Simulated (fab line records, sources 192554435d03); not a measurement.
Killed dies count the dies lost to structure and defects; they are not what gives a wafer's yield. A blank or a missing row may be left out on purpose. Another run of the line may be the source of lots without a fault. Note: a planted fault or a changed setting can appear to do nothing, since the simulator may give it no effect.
What tool caused it? -- flow n5-finfet -- 36 wafers sampled from 12 lots at 1 step of a route of 1938

## WHAT THE GAUGES READ, wafer by wafer
N5_BEOL_M1_CD_MEAS_35: target cd 18 nm, target cd y 21 nm.
lot,measured,on,cd-nm (nm)
L075,day 6 21:38,cd-sem-01,18.1 17.8 18.6
L077,day 7 13:56,cd-sem-01,17.4 17.7 17.6
L079,day 7 14:24,cd-sem-01,18.1 18.3 17.1
L080,day 7 22:19,cd-sem-03,17.3 17.8 18.0
L083,day 8 18:25,cd-sem-01,17.6 17.9 17.6
L086,day 9 05:37,cd-sem-01,17.8 18.3 18.2
L088,day 9 21:31,cd-sem-01,17.7 18.1 17.7
L089,day 10 06:12,cd-sem-02,17.7 17.7 17.9
L092,day 10 18:16,cd-sem-02,18.1 17.6 17.8
L093,day 11 03:14,cd-sem-02,17.8 17.8 18.1
L095,day 11 09:58,cd-sem-01,18.0 18.3 17.3
L097,day 12 06:22,cd-sem-01,17.6 17.5 18.2

## WHICH TOOL RAN EACH LOT (tool, then ch and the chambers of the sampled wafers, then the start)
The record shows no process step preceding these readings.

## THE ANSWER, worked out from the rows above alone
Rule: usual is defined by the lots themselves. The widest of any qualifying gaps counts: lots, ordered by their means at a reading, are off when they make up no more than a third of the lots, leave a main group of 4 or more, and stand apart from it by 3 or more times the standard deviation of that group's means. A main group whose means are all the same, to the digits that the tables above print for the reading, isn't used. Also off: a lot with no number at a reading for which 4 or more lots have one. Where the step has rows for the other lots, those lots are counted as sound.
Across all readings shown, no lot is off: no conclusion can be drawn from this.

## WHAT WAS PUT IN BY THE SIMULATOR
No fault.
